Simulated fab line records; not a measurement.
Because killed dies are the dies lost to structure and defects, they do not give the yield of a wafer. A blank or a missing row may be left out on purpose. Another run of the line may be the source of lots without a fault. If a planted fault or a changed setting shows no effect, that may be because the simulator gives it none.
A lot that was struck, set against a sound lot    flow n5Finfet    19 steps out of a route of 1938
Sound: these wafers, L195.1, L195.2, L195.5. Struck: wafers L200.1, L200.3, L200.5. The cause is named last.
Each step with rows lists, per side, the tool, then ch with its chambers, then its first start. Under that, the readings that differ: sound wafers    struck wafers    difference of the means    sigmas: that difference in standard deviations of wafers without a fault.
alike: same words and numbers on both sides, and readings whose means sit less than 2 such deviations apart. not compared: any withheld reading, any reading some wafer has no value for, any bound like >300 that may hide the same value, and any number with overlapping values for which the record gives no deviation.
A row with sigmas, a row that says differs or no value, or rows on one side alone: a step with any of these is where the two part. When numbers do not overlap yet have no deviation, they are printed without sigmas and do not part them. A reading missing from all wafers of one side parts the sides only when that side holds two or more wafers.

first, 2 steps without rows for these wafers: N5_BEOL_M2_STRIP_65 (strips in N2/H2); N5_BEOL_M2_STRIP_75 (strips in N2/H2).
N5_BEOL_M2_STRIP_66: strips in CF4.
  sound on rieDiel-05 ch 0,3, day 7 23:33; struck on rieDiel-06 ch 0,2,3, day 9 09:20
  alike: drypumpMotorCurrentA, oesProductAu, rfVppV, showerheadPlenumPTorr, throttleValvePct
  not compared: rfHoursCounterH
N5_BEOL_M2_HM_OPEN_17: chemistry Cl2/BCl3, target TiN, target depth 20 nm, overetch 6 nm.
  sound on rieMetal-01 ch 0,1, day 7 23:35; struck on rieMetal-01 ch 0,1, day 9 09:22
  alike: biasW, drypumpMotorCurrentA, heBacksideLeakSccm, oes_ar_750_au, oesProductAu, throttleValvePct
  not compared: rfHoursCounterH
N5_BEOL_M2_STRIP_19: strips in O2.
  sound on rieDiel-04 ch 0,3, day 7 23:42; struck on rieDiel-06 ch 0,3, day 9 09:31
  alike: drypumpMotorCurrentA, oesProductAu, rfVppV, showerheadPlenumPTorr, throttleValvePct
  not compared: rfHoursCounterH
N5_BEOL_M2_CD_MEAS_18: pitch 36 nm, target cd 18 nm.
  sound on cdSem-01 at day 7 23:46; struck on cdSem-02 at day 9 09:35
  alike: cdNm
then, 6 steps without rows for these wafers: N5_BEOL_M2_COAT_67 (time 60 s, resist thk 60 nm); N5_BEOL_M2_COAT_68 (time 60 s, resist thk 12 nm); N5_BEOL_M2_COAT_76 (time 60 s, resist thk 5 nm); N5_BEOL_M2_COAT_22 (resist thk 30 nm); N5_BEOL_M2_EBR_24; N5_BEOL_M2_SOFTBAKE_23 (time 60 s).
N5_BEOL_M2_EXPOSE_25: exposes mask V1, defocus 5 nm.
  sound on euvScanner-02 ch 0, day 8 00:04; struck on euvScanner-02 ch 0, day 9 09:46
reading            sound              struck             difference  sigmas
exposureDoseMJCm2  62.78 62.79 62.79  55.17 55.10 55.11  -7.66       -91
  alike: mask, reticleTempC
then, 2 steps without rows for these wafers: N5_BEOL_M2_PEB_26 (peb time 60 s); N5_BEOL_M2_DEVELOP_27 (develop time 30 s).
N5_BEOL_M2_CD_MEAS_28: target cd 26.2 nm, target cd y 24.1 nm.
  sound on cdSem-02 ch 0, day 8 00:13; struck on cdSem-03 ch 0, day 9 09:55
reading    sound              struck             difference  sigmas
cdNm (nm)  26.17 26.12 25.91  23.34 23.73 23.75  -2.46       -11
N5_BEOL_M2_OVL_MEAS_29:
  sound on overlay-01 ch 0, day 8 00:15; struck on overlay-02 ch 0, day 9 09:56
  alike: V1_OVL
N5_BEOL_M4_RC_MEAS_101:
  the record has rows for the sound wafers here (prober-02 ch 0, day 9 12:49) and none for the struck ones
-- a jump in the record: the struck wafers' starts before and after are 6 days apart (it breaks off in module BEOL_M4 and resumes in module PASSIVATION, where the first step shown is number 1936 of the route) --
N5_PASSIVATION_PROBE_49:
  record: rows for the struck wafers here (prober-01, day 15 03:58), none for the sound ones

## WHERE THEY PART
At N5_BEOL_M2_EXPOSE_25 first; at N5_PASSIVATION_PROBE_49 last (within this record only).

WHY: what the simulator had put in
Process parameter drift: euvScanner-02, from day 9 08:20 on, at N5_BEOL_M2_EXPOSE_25. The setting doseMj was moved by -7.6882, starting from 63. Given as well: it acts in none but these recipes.
